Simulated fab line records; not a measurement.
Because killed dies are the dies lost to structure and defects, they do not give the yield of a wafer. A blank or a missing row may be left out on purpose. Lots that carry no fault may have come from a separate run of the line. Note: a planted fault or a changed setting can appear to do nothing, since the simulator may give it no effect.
Lot-split experiment | flow n5_finfet | 21 wafers read across 7 lots, on a route 1938 steps long

== SPLIT DETAILS ==
At N5_BEOL_M6_ILD_DEP_00 (deposits SiCOH lowk from DEMS/porogen, target thk 179.75 nm, time 33.4 s), the setting time_s was moved away from the recipe's 33.4 s on 6 of the 21 wafers read, by -10.9% to +10.7%. This setting was run at the recipe's value on the other wafers.

== FROM SPLIT TO READING: 1 step shown by the file between the two ==
- N5_BEOL_M6_CURE_74: cures SiCOH lowk, time 240 s

== THE READING ==
M6_ILD_THK in nanometres, read at N5_BEOL_M6_THK_MEAS_01. On this fab line, fault-free wafers typically give 155.6 nm with a standard deviation of 1.8 nm.

wafer  | tool, chamber at the split | time_s as run, s | against the recipe | M6_ILD_THK, nm | against lot-mates on the recipe
L075.2 | pecvd-03, 2                | 29.76            | -10.9%             | 140.2          | -18.5
L075.5 | pecvd-03, 0                | 29.76            | -10.9%             | 144.3          | -14.4
L075.6 | pecvd-03, 2                | 33.4             | recipe             | 158.7          | -
L081.2 | pecvd-03, 2                | 33.4             | recipe             | 154.8          | -
L081.3 | pecvd-03, 1                | 33.4             | recipe             | 150.8          | -
L081.6 | pecvd-03, 2                | 35.32            | +5.7%              | 164.3          | +11.5
L083.1 | pecvd-03, 1                | 33.4             | recipe             | 154.1          | -
L083.4 | pecvd-03, 0                | 29.75            | -10.9%             | 141.6          | -14.3
L083.5 | pecvd-03, 0                | 33.4             | recipe             | 157.8          | -
L085.2 | pecvd-01, 1                | 33.4             | recipe             | 152.7          | -
L085.5 | pecvd-01, 1                | 33.4             | recipe             | 152.4          | -
L085.6 | pecvd-01, 2                | 33.4             | recipe             | 157.3          | -
L087.3 | pecvd-03, 2                | 36.98            | +10.7%             | 170.9          | +11.7
L087.5 | pecvd-03, 1                | 33.4             | recipe             | 159.2          | -
L087.6 | pecvd-03, 2                | 36.98            | +10.7%             | 172.8          | +13.6
L094.3 | pecvd-01, 2,1              | 33.4             | recipe             | 155.7          | -
L094.5 | pecvd-01, 2,1              | 33.4             | recipe             | 155.8          | -
L094.6 | pecvd-01, 2                | 33.4             | recipe             | 155.3          | -
L095.1 | pecvd-02, 2                | 33.4             | recipe             | 155.3          | -
L095.4 | pecvd-02, 2                | 33.4             | recipe             | 157.6          | -
L095.5 | pecvd-02, 0                | 33.4             | recipe             | 156.5          | -
When a row names more than one chamber, that row covers several wafers, and the file does not tell which wafer ran in which chamber.

THE FIT
A straight line over all 21 wafers: M6_ILD_THK changes by +1.36 nm for each +1% of time_s; r = +0.96; the points scatter about the line by 2.3 nm.
The same after taking each lot's own level away (the mean of its wafers on the recipe; 21 wafers): +1.37 nm for each +1%; r = +0.97; scatter 1.9 nm.
According to that fit, moving time_s by its largest amount changes the reading by 15 nm.
Across the lots, their own levels run from 152.80 to 159.20 nm, a range of 3.6 times the standard deviation given above.
Consequently the slope shifts little with the lot-to-lot level, the two slopes agreeing.
Check: with one of the wafers moved furthest among these (-10.9%) left out of the fit, the line predicts -15.4 nm for it against its lot-mates. Against them it came out at -14.3 nm.

== THE WHOLE CHAIN: every reading that the file lists as answering this split, in the file's order ==
step                   | what it does                                                             | reading                                                                                  | change (the file's fit)             | r (the file's)
N5_BEOL_M6_ILD_DEP_00  | deposits SiCOH lowk from DEMS/porogen, target thk 179.75 nm, time 33.4 s | SiCOH_lowk_of_BEOL_M6_ILD_DEP_00.thk_nm (the simulator's own value, which no gauge read) | +1.6 nm for each +1% of the setting | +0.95
N5_BEOL_M6_CURE_74     | cures SiCOH lowk, time 240 s                                             | SiCOH_lowk_of_BEOL_M6_ILD_DEP_00.thk_nm (the simulator's own value, which no gauge read) | +1.4 nm for each +1% of the setting | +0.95
N5_BEOL_M6_THK_MEAS_01 |                                                                          | M6_ILD_THK                                                                               | +1.39 for each +1% of the setting   | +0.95

== THE FILE'S OWN FIT ==
M6_ILD_THK changes by +1.39 nm for each +1% of time_s, r = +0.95.
